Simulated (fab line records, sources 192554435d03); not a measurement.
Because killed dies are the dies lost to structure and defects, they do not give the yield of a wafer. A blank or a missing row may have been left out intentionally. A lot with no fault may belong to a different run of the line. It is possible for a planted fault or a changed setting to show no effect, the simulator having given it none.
The tool behind it: which one? :: flow n5Finfet :: 24 lots with 72 wafers sampled at 6 steps, on a route of 1938 steps

WHAT THE GAUGES READ, wafer by wafer
N5_BEOL_M5_INSPECT_13: inspects for defects (brightfield). Usual: 380 for rawDefectCount, sd 84.
lot: L075
measured: day 8 12:22
on: defectInspect-01
rawDefectCount: 384 383 448
flag: 

lot: L074
measured: day 8 21:02
on: defectInspect-02
rawDefectCount: 482 482 461
flag: 

lot: L076
measured: day 9 02:49
on: defectInspect-02
rawDefectCount: 391 433 390
flag: 

lot: L077
measured: day 9 08:04
on: defectInspect-02
rawDefectCount: 531 345 292
flag: 

lot: L078
measured: day 9 10:43
on: defectInspect-02
rawDefectCount: 505 427 338
flag: 

lot: L079
measured: day 9 22:16
on: defectInspect-02
rawDefectCount: 518 403 293
flag: 

lot: L082
measured: day 10 17:41
on: defectInspect-02
rawDefectCount: 455 490 455
flag: 

lot: L081
measured: day 10 23:05
on: defectInspect-01
rawDefectCount: 330 241 458
flag: 

lot: L080
measured: day 11 05:05
on: defectInspect-01
rawDefectCount: 257 295 233
flag: 

lot: L084
measured: day 11 08:43
on: defectInspect-02
rawDefectCount: 364 448 254
flag: 

lot: L083
measured: day 11 10:35
on: defectInspect-02
rawDefectCount: 331 320 259
flag: 

lot: L085
measured: day 11 12:13
on: defectInspect-01
rawDefectCount: 390 535 472
flag: 

lot: L086
measured: day 12 01:55
on: defectInspect-02
rawDefectCount: 289 490 307
flag: 

lot: L088
measured: day 12 21:25
on: defectInspect-02
rawDefectCount: 315 256 389
flag: 

lot: L087
measured: day 12 22:04
on: defectInspect-01
rawDefectCount: 323 314 430
flag: 

lot: L091
measured: day 13 01:22
on: defectInspect-02
rawDefectCount: 306 358 331
flag: 

lot: L089
measured: day 13 06:40
on: defectInspect-02
rawDefectCount: 418 245 338
flag: 

lot: L092
measured: day 14 02:13
on: defectInspect-02
rawDefectCount: 403 244 480
flag: 

lot: L090
measured: day 14 02:33
on: defectInspect-02
rawDefectCount: 275 383 414
flag: 

lot: L093
measured: day 14 08:47
on: defectInspect-02
rawDefectCount: 317 426 292
flag: 

lot: L094
measured: day 14 21:40
on: defectInspect-01
rawDefectCount: 411 370 396
flag: 

lot: L095
measured: day 14 21:52
on: defectInspect-01
rawDefectCount: 415 374 515
flag: 

lot: L096
measured: day 15 06:53
on: defectInspect-02
rawDefectCount: 323 346 404
flag: 

lot: L097
measured: day 15 07:17
on: defectInspect-02
rawDefectCount: 402 440 678
flag: 

N5_BEOL_M5_OVL_MEAS_29. Usual: V4_OVL typically reads 0.2 nm, with standard deviation 0.68.
lot: L075
measured: day 8 13:39
on: overlay-02
V4_OVL (nm): 0.3 0.6 0.8
flag: 

lot: L074
measured: day 8 22:55
on: overlay-02
V4_OVL (nm): -0.5 -0.8 -0.7
flag: 

lot: L076
measured: day 9 03:46
on: overlay-02
V4_OVL (nm): 0.2 0.6 0.8
flag: 

lot: L077
measured: day 9 09:26
on: overlay-02
V4_OVL (nm): 0.7 0.4 0.3
flag: 

lot: L078
measured: day 9 14:32
on: overlay-02
V4_OVL (nm): 1.0 0.9 1.7
flag: 

lot: L079
measured: day 10 01:04
on: overlay-01
V4_OVL (nm): -0.3 0.3 -0.2
flag: 

lot: L082
measured: day 10 19:51
on: overlay-01
V4_OVL (nm): 0.3 -0.1 -1.0
flag: 

lot: L081
measured: day 11 00:08
on: overlay-01
V4_OVL (nm): 0.0 -0.8 -0.6
flag: 

lot: L080
measured: day 11 08:13
on: overlay-01
V4_OVL (nm): -0.8 -0.2 -1.2
flag: 

lot: L084
measured: day 11 11:34
on: overlay-01
V4_OVL (nm): 0.0 0.4 0.0
flag: 

lot: L083
measured: day 11 13:40
on: overlay-01
V4_OVL (nm): 2.0 0.8 0.8
flag: 

lot: L085
measured: day 11 15:29
on: overlay-02
V4_OVL (nm): 0.4 0.3 -0.1
flag: 

lot: L086
measured: day 12 02:52
on: overlay-01
V4_OVL (nm): 1.9 0.8 1.2
flag: 

lot: L088
measured: day 12 23:51
on: overlay-01
V4_OVL (nm): 1.0 0.6 -0.3
flag: 

lot: L087
measured: day 12 23:54
on: overlay-02
V4_OVL (nm): -0.2 -0.7 0.3
flag: 

lot: L091
measured: day 13 03:35
on: overlay-02
V4_OVL (nm): 0.2 0.9 1.2
flag: 

lot: L089
measured: day 13 08:23
on: overlay-02
V4_OVL (nm): 0.5 0.6 0.2
flag: 

lot: L092
measured: day 14 04:06
on: overlay-01
V4_OVL (nm): 1.6 1.3 0.5
flag: 

lot: L090
measured: day 14 04:08
on: overlay-02
V4_OVL (nm): -0.8 -0.5 -0.1
flag: 

lot: L093
measured: day 14 09:52
on: overlay-01
V4_OVL (nm): 1.9 -0.1 0.1
flag: 

lot: L094
measured: day 15 03:12
on: overlay-02
V4_OVL (nm): -0.1 1.3 0.7
flag: 

lot: L095
measured: day 15 03:09
on: overlay-01
V4_OVL (nm): 0.4 0.3 -0.1
flag: 

lot: L096
measured: day 15 12:16
on: overlay-02
V4_OVL (nm): 0.3 0.3 -0.4
flag: 

lot: L097
measured: day 15 12:12
on: overlay-02
V4_OVL (nm): -1.2 -0.1 -0.3
flag: 

N5_BEOL_M5_OCD_MEAS_38. Usual: 71.5 nm for trenchDepthNm, sd 1.1.
lot: L075
measured: day 8 14:09
on: ocd-02
trenchDepthNm (nm): 72.2 71.1 71.3
flag: 

lot: L074
measured: day 8 23:45
on: ocd-02
trenchDepthNm (nm): 70.9 70.9 72.6
flag: 

lot: L076
measured: day 9 04:16
on: ocd-01
trenchDepthNm (nm): 73.9 70.4 71.1
flag: 

lot: L077
measured: day 9 09:56
on: ocd-01
trenchDepthNm (nm): 73.5 72.0 70.8
flag: 

lot: L078
measured: day 9 15:25
on: ocd-02
trenchDepthNm (nm): 72.3 70.8 72.2
flag: 

lot: L079
measured: day 10 01:34
on: ocd-02
trenchDepthNm (nm): 70.6 71.4 71.8
flag: 

lot: L082
measured: day 10 21:10
on: ocd-02
trenchDepthNm (nm): 70.8 72.1 70.9
flag: 

lot: L081
measured: day 11 01:15
on: ocd-02
trenchDepthNm (nm): 72.1 73.4 72.1
flag: 

lot: L080
measured: day 11 10:16
on: ocd-02
trenchDepthNm (nm): 70.5 72.4 70.7
flag: 

lot: L084
measured: day 11 14:01
on: ocd-01
trenchDepthNm (nm): 73.3 71.1 72.9
flag: 

lot: L083
measured: day 11 15:34
on: ocd-02
trenchDepthNm (nm): 71.7 72.1 73.5
flag: 

lot: L085
measured: day 11 16:28
on: ocd-02
trenchDepthNm (nm): 70.8 71.2 70.2
flag: 

lot: L086
measured: day 12 03:22
on: ocd-02
trenchDepthNm (nm): 71.5 71.5 72.8
flag: 

lot: L088
measured: day 13 00:22
on: ocd-02
trenchDepthNm (nm): 69.6 71.6 71.3
flag: 

lot: L087
measured: day 13 00:25
on: ocd-01
trenchDepthNm (nm): 70.3 72.2 72.7
flag: 

lot: L091
measured: day 13 04:59
on: ocd-02
trenchDepthNm (nm): 71.6 69.7 71.9
flag: 

lot: L089
measured: day 13 08:53
on: ocd-02
trenchDepthNm (nm): 71.9 69.1 71.2
flag: 

lot: L092
measured: day 14 04:37
on: ocd-01
trenchDepthNm (nm): 71.7 70.3 70.9
flag: 

lot: L090
measured: day 14 05:00
on: ocd-01
trenchDepthNm (nm): 70.2 70.9 71.2
flag: 

lot: L093
measured: day 14 10:22
on: ocd-01
trenchDepthNm (nm): 72.2 71.6 70.7
flag: 

lot: L094
measured: day 15 07:07
on: ocd-02
trenchDepthNm (nm): 71.5 72.5 69.8
flag: 

lot: L095
measured: day 15 06:49
on: ocd-01
trenchDepthNm (nm): 71.5 70.6 72.2
flag: 

lot: L096
measured: day 15 13:10
on: ocd-01
trenchDepthNm (nm): 71.2 70.8 72.6
flag: 

lot: L097
measured: day 15 12:46
on: ocd-02
trenchDepthNm (nm): 72.3 72.2 73.6
flag: 

WHAT TOOL EACH LOT RAN ON (gives the tool, then ch and the chambers of the sampled wafers, and finally the start)
lot: L075
N5_BEOL_M4_SPUTTER_94: pvdSputter-03, day 8 07:58
N5_BEOL_M4_ANNEAL_51: rtpAnneal-02 ch 0, day 8 08:32
N5_BEOL_M5_STRIP_64: rieDiel-03 ch 1,2, day 8 12:36

lot: L074
N5_BEOL_M4_SPUTTER_94: pvdSputter-01, day 8 12:44
N5_BEOL_M4_ANNEAL_51: rtpAnneal-02 ch 0, day 8 18:02
N5_BEOL_M5_STRIP_64: rieDiel-01 ch 0,2,3, day 8 21:16

lot: L076
N5_BEOL_M4_SPUTTER_94: pvdSputter-02, day 8 19:07
N5_BEOL_M4_ANNEAL_51: rtpAnneal-02 ch 0, day 8 22:22
N5_BEOL_M5_STRIP_64: rieDiel-02 ch 1,3, day 9 03:04

lot: L077
N5_BEOL_M4_SPUTTER_94: pvdSputter-01, day 9 01:46
N5_BEOL_M4_ANNEAL_51: rtpAnneal-02 ch 0, day 9 03:20
N5_BEOL_M5_STRIP_64: rieDiel-02 ch 2,3, day 9 08:18

lot: L078
N5_BEOL_M4_SPUTTER_94: pvdSputter-02, day 9 02:57
N5_BEOL_M4_ANNEAL_51: rtpAnneal-02 ch 0, day 9 05:39
N5_BEOL_M5_STRIP_64: rieDiel-03 ch 0,1,2, day 9 10:58

lot: L079
N5_BEOL_M4_SPUTTER_94: pvdSputter-03, day 9 17:47
N5_BEOL_M4_ANNEAL_51: rtpAnneal-02 ch 0, day 9 18:19
N5_BEOL_M5_STRIP_64: rieDiel-02 ch 0,2, day 9 22:31

lot: L082
N5_BEOL_M4_SPUTTER_94: pvdSputter-01, day 10 11:54
N5_BEOL_M4_ANNEAL_51: rtpAnneal-02 ch 0, day 10 13:29
N5_BEOL_M5_STRIP_64: rieDiel-03 ch 0,1,3, day 10 17:57

lot: L081
N5_BEOL_M4_SPUTTER_94: pvdSputter-01, day 10 17:13
N5_BEOL_M4_ANNEAL_51: rtpAnneal-02 ch 0, day 10 20:07
N5_BEOL_M5_STRIP_64: rieDiel-02 ch 0,2,3, day 10 23:20

lot: L080
N5_BEOL_M4_SPUTTER_94: pvdSputter-02, day 10 20:11
N5_BEOL_M4_ANNEAL_51: rtpAnneal-02 ch 0, day 11 00:06
N5_BEOL_M5_STRIP_64: rieDiel-01 ch 0,1,3, day 11 06:59

lot: L084
N5_BEOL_M4_SPUTTER_94: pvdSputter-02, day 11 00:26
N5_BEOL_M4_ANNEAL_51: rtpAnneal-02 ch 0, day 11 05:23
N5_BEOL_M5_STRIP_64: rieDiel-01 ch 0,2,3, day 11 10:38

lot: L083
N5_BEOL_M4_SPUTTER_94: pvdSputter-03, day 11 04:06
N5_BEOL_M4_ANNEAL_51: rtpAnneal-02 ch 0, day 11 07:29
N5_BEOL_M5_STRIP_64: rieDiel-02 ch 2,3, day 11 12:50

lot: L085
N5_BEOL_M4_SPUTTER_94: pvdSputter-02, day 11 07:12
N5_BEOL_M4_ANNEAL_51: rtpAnneal-02 ch 0, day 11 09:07
N5_BEOL_M5_STRIP_64: rieDiel-01 ch 0,1,2, day 11 14:13

lot: L086
N5_BEOL_M4_SPUTTER_94: pvdSputter-02, day 11 21:45
N5_BEOL_M4_ANNEAL_51: rtpAnneal-02 ch 0, day 11 22:13
N5_BEOL_M5_STRIP_64: rieDiel-01 ch 0,1,2, day 12 02:10

lot: L088
N5_BEOL_M4_SPUTTER_94: pvdSputter-01, day 12 15:17
N5_BEOL_M4_ANNEAL_51: rtpAnneal-01 ch 0, day 12 15:45
N5_BEOL_M5_STRIP_64: rieDiel-03 ch 1,2, day 12 21:39

lot: L087
N5_BEOL_M4_SPUTTER_94: pvdSputter-01, day 12 18:10
N5_BEOL_M4_ANNEAL_51: rtpAnneal-01 ch 0, day 12 18:35
N5_BEOL_M5_STRIP_64: rieDiel-01 ch 1,2,3, day 12 22:22

lot: L091
N5_BEOL_M4_SPUTTER_94: pvdSputter-02, day 12 21:01
N5_BEOL_M4_ANNEAL_51: rtpAnneal-02 ch 0, day 12 21:31
N5_BEOL_M5_STRIP_64: rieDiel-03 ch 1,2, day 13 01:37

lot: L089
N5_BEOL_M4_SPUTTER_94: pvdSputter-02, day 13 02:37
N5_BEOL_M4_ANNEAL_51: rtpAnneal-01 ch 0, day 13 03:05
N5_BEOL_M5_STRIP_64: rieDiel-02 ch 0,1, day 13 07:01

lot: L092
N5_BEOL_M4_SPUTTER_94: pvdSputter-03, day 13 21:17
N5_BEOL_M4_ANNEAL_51: rtpAnneal-01 ch 0, day 13 21:50
N5_BEOL_M5_STRIP_64: rieDiel-03 ch 0,1,2, day 14 02:27

lot: L090
N5_BEOL_M4_SPUTTER_94: pvdSputter-01, day 13 22:04
N5_BEOL_M4_ANNEAL_51: rtpAnneal-02 ch 0, day 13 22:32
N5_BEOL_M5_STRIP_64: rieDiel-03 ch 0,2,3, day 14 02:47

lot: L093
N5_BEOL_M4_SPUTTER_94: pvdSputter-02, day 14 04:16
N5_BEOL_M4_ANNEAL_51: rtpAnneal-01 ch 0, day 14 04:49
N5_BEOL_M5_STRIP_64: rieDiel-02 ch 0,1,3, day 14 09:01

lot: L094
N5_BEOL_M4_SPUTTER_94: pvdSputter-01, day 14 17:28
N5_BEOL_M4_ANNEAL_51: rtpAnneal-02 ch 0, day 14 17:53
N5_BEOL_M5_STRIP_64: rieDiel-02 ch 0,1,3, day 14 23:25

lot: L095
N5_BEOL_M4_SPUTTER_94: pvdSputter-02, day 14 17:42
N5_BEOL_M4_ANNEAL_51: rtpAnneal-01 ch 0, day 14 18:07
N5_BEOL_M5_STRIP_64: rieDiel-02 ch 1,2, day 14 23:43

lot: L096
N5_BEOL_M4_SPUTTER_94: pvdSputter-03, day 15 01:41
N5_BEOL_M4_ANNEAL_51: rtpAnneal-01 ch 0, day 15 02:11
N5_BEOL_M5_STRIP_64: rieDiel-02 ch 0,2,3, day 15 09:07

lot: L097
N5_BEOL_M4_SPUTTER_94: pvdSputter-02, day 15 03:29
N5_BEOL_M4_ANNEAL_51: rtpAnneal-01 ch 0, day 15 03:55
N5_BEOL_M5_STRIP_64: rieDiel-02 ch 0,1, day 15 09:36
- N5_BEOL_M4_SPUTTER_94: material Cu, target thk 4.5 nm, time 8.29 s.
- N5_BEOL_M4_ANNEAL_51: time 90 s.
- N5_BEOL_M5_STRIP_64: strips in CF4.

AS READ BY THE TOOLS THEMSELVES (means over the sampled wafers that have a number; for cases with no such wafer, the mark the record gives instead)
N5_BEOL_M4_SPUTTER_94. Usual: chuckGasFlowSccm 1.26 sccm, standard deviation 0.043; throttleValvePct 30.8 %, standard deviation 1.
lot: L075
tool: pvdSputter-03
chuckGasFlowSccm (sccm): 1.26
throttleValvePct (%): 29.7
flag: 

lot: L074
tool: pvdSputter-01
chuckGasFlowSccm (sccm): 1.24
throttleValvePct (%): 30.4
flag: 

lot: L076
tool: pvdSputter-02
chuckGasFlowSccm (sccm): 1.27
throttleValvePct (%): 30.6
flag: 

lot: L077
tool: pvdSputter-01
chuckGasFlowSccm (sccm): 1.19
throttleValvePct (%): 30.8
flag: 

lot: L078
tool: pvdSputter-02
chuckGasFlowSccm (sccm): 1.25
throttleValvePct (%): 30.9
flag: 

lot: L079
tool: pvdSputter-03
chuckGasFlowSccm (sccm): 1.25
throttleValvePct (%): 29.3
flag: 

lot: L082
tool: pvdSputter-01
chuckGasFlowSccm (sccm): 1.25
throttleValvePct (%): 31.7
flag: 

lot: L081
tool: pvdSputter-01
chuckGasFlowSccm (sccm): 1.26
throttleValvePct (%): 30.7
flag: 

lot: L080
tool: pvdSputter-02
chuckGasFlowSccm (sccm): 1.23
throttleValvePct (%): 30.6
flag: 

lot: L084
tool: pvdSputter-02
chuckGasFlowSccm (sccm): 1.28
throttleValvePct (%): 31.4
flag: 

lot: L083
tool: pvdSputter-03
chuckGasFlowSccm (sccm): 1.24
throttleValvePct (%): 30.7
flag: 

lot: L085
tool: pvdSputter-02
chuckGasFlowSccm (sccm): 1.26
throttleValvePct (%): 31.4
flag: 

lot: L086
tool: pvdSputter-02
chuckGasFlowSccm (sccm): 1.21
throttleValvePct (%): 31.4
flag: 

lot: L088
tool: pvdSputter-01
chuckGasFlowSccm (sccm): 1.24
throttleValvePct (%): 30.5
flag: 

lot: L087
tool: pvdSputter-01
chuckGasFlowSccm (sccm): 1.26
throttleValvePct (%): 30.2
flag: 

lot: L091
tool: pvdSputter-02
chuckGasFlowSccm (sccm): 1.24
throttleValvePct (%): 30.8
flag: 

lot: L089
tool: pvdSputter-02
chuckGasFlowSccm (sccm): 1.26
throttleValvePct (%): 30.3
flag: 

lot: L092
tool: pvdSputter-03
chuckGasFlowSccm (sccm): 1.24
throttleValvePct (%): 30.0
flag: 

lot: L090
tool: pvdSputter-01
chuckGasFlowSccm (sccm): 1.29
throttleValvePct (%): 31.1
flag: 

lot: L093
tool: pvdSputter-02
chuckGasFlowSccm (sccm): 1.24
throttleValvePct (%): 31.3
flag: 

lot: L094
tool: pvdSputter-01
chuckGasFlowSccm (sccm): 1.27
throttleValvePct (%): 30.8
flag: 

lot: L095
tool: pvdSputter-02
chuckGasFlowSccm (sccm): 1.23
throttleValvePct (%): 31.3
flag: 

lot: L096
tool: pvdSputter-03
chuckGasFlowSccm (sccm): 1.26
throttleValvePct (%): 29.9
flag: 

lot: L097
tool: pvdSputter-02
chuckGasFlowSccm (sccm): 1.28
throttleValvePct (%): 30.6
flag: 

N5_BEOL_M4_ANNEAL_51. Usual: 226.08 for wafer_temp_C_max, sd 0.29.
lot: L075
tool: rtpAnneal-02
wafer_temp_C_max: 226.31
flag: 

lot: L074
tool: rtpAnneal-02
wafer_temp_C_max: 226.14
flag: 

lot: L076
tool: rtpAnneal-02
wafer_temp_C_max: 226.01
flag: 

lot: L077
tool: rtpAnneal-02
wafer_temp_C_max: 225.99
flag: 

lot: L078
tool: rtpAnneal-02
wafer_temp_C_max: 226.14
flag: 

lot: L079
tool: rtpAnneal-02
wafer_temp_C_max: 225.92
flag: 

lot: L082
tool: rtpAnneal-02
wafer_temp_C_max: 226.01
flag: 

lot: L081
tool: rtpAnneal-02
wafer_temp_C_max: 226.44
flag: 

lot: L080
tool: rtpAnneal-02
wafer_temp_C_max: 226.05
flag: 

lot: L084
tool: rtpAnneal-02
wafer_temp_C_max: 226.23
flag: 

lot: L083
tool: rtpAnneal-02
wafer_temp_C_max: 226.38
flag: 

lot: L085
tool: rtpAnneal-02
wafer_temp_C_max: 226.12
flag: 

lot: L086
tool: rtpAnneal-02
wafer_temp_C_max: 226.17
flag: 

lot: L088
tool: rtpAnneal-01
wafer_temp_C_max: 225.73
flag: 

lot: L087
tool: rtpAnneal-01
wafer_temp_C_max: 225.67
flag: 

lot: L091
tool: rtpAnneal-02
wafer_temp_C_max: 226.16
flag: 

lot: L089
tool: rtpAnneal-01
wafer_temp_C_max: 225.74
flag: 

lot: L092
tool: rtpAnneal-01
wafer_temp_C_max: 226.00
flag: 

lot: L090
tool: rtpAnneal-02
wafer_temp_C_max: 226.44
flag: 

lot: L093
tool: rtpAnneal-01
wafer_temp_C_max: 225.65
flag: 

lot: L094
tool: rtpAnneal-02
wafer_temp_C_max: 226.01
flag: 

lot: L095
tool: rtpAnneal-01
wafer_temp_C_max: 226.00
flag: 

lot: L096
tool: rtpAnneal-01
wafer_temp_C_max: 225.90
flag: 

lot: L097
tool: rtpAnneal-01
wafer_temp_C_max: 225.93
flag: 

N5_BEOL_M5_STRIP_64. Usual: drypumpMotorCurrentA 5.6 A, standard deviation 0.34; oesProductAu 0.75 a.u., standard deviation 0.071; rfVppV 271.5 V, standard deviation 1.5; showerheadPlenumPTorr 1.81 Torr, standard deviation 0.055; throttleValvePct 13.78 %, standard deviation 0.22.
lot: L075
tool: rieDiel-03
drypumpMotorCurrentA (A): 5.5
oesProductAu (a.u.): 0.81
rfVppV (V): 272.2
showerheadPlenumPTorr (Torr): 1.82
throttleValvePct (%): 13.75
flag: 

lot: L074
tool: rieDiel-01
drypumpMotorCurrentA (A): 5.9
oesProductAu (a.u.): 0.72
rfVppV (V): 270.8
showerheadPlenumPTorr (Torr): 1.79
throttleValvePct (%): 13.87
flag: 

lot: L076
tool: rieDiel-02
drypumpMotorCurrentA (A): 5.4
oesProductAu (a.u.): 0.78
rfVppV (V): 272.7
showerheadPlenumPTorr (Torr): 1.87
throttleValvePct (%): 13.71
flag: 

lot: L077
tool: rieDiel-02
drypumpMotorCurrentA (A): 5.4
oesProductAu (a.u.): 0.77
rfVppV (V): 271.9
showerheadPlenumPTorr (Torr): 1.83
throttleValvePct (%): 13.84
flag: 

lot: L078
tool: rieDiel-03
drypumpMotorCurrentA (A): 5.5
oesProductAu (a.u.): 0.80
rfVppV (V): 271.5
showerheadPlenumPTorr (Torr): 1.82
throttleValvePct (%): 13.68
flag: 

lot: L079
tool: rieDiel-02
drypumpMotorCurrentA (A): 5.7
oesProductAu (a.u.): 0.79
rfVppV (V): 269.5
showerheadPlenumPTorr (Torr): 1.77
throttleValvePct (%): 13.52
flag: 

lot: L082
tool: rieDiel-03
drypumpMotorCurrentA (A): 5.6
oesProductAu (a.u.): 0.77
rfVppV (V): 271.5
showerheadPlenumPTorr (Torr): 1.82
throttleValvePct (%): 13.73
flag: 

lot: L081
tool: rieDiel-02
drypumpMotorCurrentA (A): 5.5
oesProductAu (a.u.): 0.81
rfVppV (V): 272.5
showerheadPlenumPTorr (Torr): 1.82
throttleValvePct (%): 13.64
flag: 

lot: L080
tool: rieDiel-01
drypumpMotorCurrentA (A): 6.1
oesProductAu (a.u.): 0.71
rfVppV (V): 271.4
showerheadPlenumPTorr (Torr): 1.76
throttleValvePct (%): 13.83
flag: 

lot: L084
tool: rieDiel-01
drypumpMotorCurrentA (A): 5.9
oesProductAu (a.u.): 0.71
rfVppV (V): 271.1
showerheadPlenumPTorr (Torr): 1.79
throttleValvePct (%): 13.92
flag: 

lot: L083
tool: rieDiel-02
drypumpMotorCurrentA (A): 5.4
oesProductAu (a.u.): 0.76
rfVppV (V): 271.7
showerheadPlenumPTorr (Torr): 1.83
throttleValvePct (%): 13.87
flag: 

lot: L085
tool: rieDiel-01
drypumpMotorCurrentA (A): 5.7
oesProductAu (a.u.): 0.71
rfVppV (V): 271.7
showerheadPlenumPTorr (Torr): 1.80
throttleValvePct (%): 13.94
flag: 

lot: L086
tool: rieDiel-01
drypumpMotorCurrentA (A): 5.8
oesProductAu (a.u.): 0.71
rfVppV (V): 271.6
showerheadPlenumPTorr (Torr): 1.80
throttleValvePct (%): 13.95
flag: 

lot: L088
tool: rieDiel-03
drypumpMotorCurrentA (A): 5.5
oesProductAu (a.u.): 0.77
rfVppV (V): 272.1
showerheadPlenumPTorr (Torr): 1.82
throttleValvePct (%): 13.79
flag: 

lot: L087
tool: rieDiel-01
drypumpMotorCurrentA (A): 6.0
oesProductAu (a.u.): 0.71
rfVppV (V): 270.6
showerheadPlenumPTorr (Torr): 1.78
throttleValvePct (%): 13.93
flag: 

lot: L091
tool: rieDiel-03
drypumpMotorCurrentA (A): 5.7
oesProductAu (a.u.): 0.82
rfVppV (V): 272.7
showerheadPlenumPTorr (Torr): 1.86
throttleValvePct (%): 13.67
flag: 

lot: L089
tool: rieDiel-02
drypumpMotorCurrentA (A): 5.7
oesProductAu (a.u.): 0.74
rfVppV (V): 271.4
showerheadPlenumPTorr (Torr): 1.81
throttleValvePct (%): 13.67
flag: 

lot: L092
tool: rieDiel-03
drypumpMotorCurrentA (A): 5.5
oesProductAu (a.u.): 0.76
rfVppV (V): 272.0
showerheadPlenumPTorr (Torr): 1.81
throttleValvePct (%): 13.75
flag: 

lot: L090
tool: rieDiel-03
drypumpMotorCurrentA (A): 5.4
oesProductAu (a.u.): 0.71
rfVppV (V): 270.3
showerheadPlenumPTorr (Torr): 1.78
throttleValvePct (%): 13.92
flag: 

lot: L093
tool: rieDiel-02
drypumpMotorCurrentA (A): 5.5
oesProductAu (a.u.): 0.79
rfVppV (V): 271.9
showerheadPlenumPTorr (Torr): 1.83
throttleValvePct (%): 13.63
flag: 

lot: L094
tool: rieDiel-02
drypumpMotorCurrentA (A): 5.4
oesProductAu (a.u.): 0.78
rfVppV (V): 272.6
showerheadPlenumPTorr (Torr): 1.83
throttleValvePct (%): 13.63
flag: 

lot: L095
tool: rieDiel-02
drypumpMotorCurrentA (A): 5.6
oesProductAu (a.u.): 0.69
rfVppV (V): 271.4
showerheadPlenumPTorr (Torr): 1.82
throttleValvePct (%): 13.94
flag: 

lot: L096
tool: rieDiel-02
drypumpMotorCurrentA (A): 5.5
oesProductAu (a.u.): 0.77
rfVppV (V): 270.6
showerheadPlenumPTorr (Torr): 1.81
throttleValvePct (%): 13.72
flag: 

lot: L097
tool: rieDiel-02
drypumpMotorCurrentA (A): 5.7
oesProductAu (a.u.): 0.76
rfVppV (V): 271.3
showerheadPlenumPTorr (Torr): 1.78
throttleValvePct (%): 13.55
flag: 

THE ANSWER, worked out from the rows above alone
Rule: lot off if the mean of its wafers having a number is beyond 3 standard deviations from the usual mean. Also off: a lot with no number at a reading for which 4 or more lots have one. Where the step has rows for the other lots, those lots are counted as sound. Order of review: gauges by route order, followed by the tools' own readings, for which a lot's mean as printed above is used. The first step at which some lot is off is used, and at that step the reading that is off furthest; a lot without a number counts as furthest.
None of the lots is off at any reading shown; this tells nothing.

WHAT WAS PUT IN BY THE SIMULATOR
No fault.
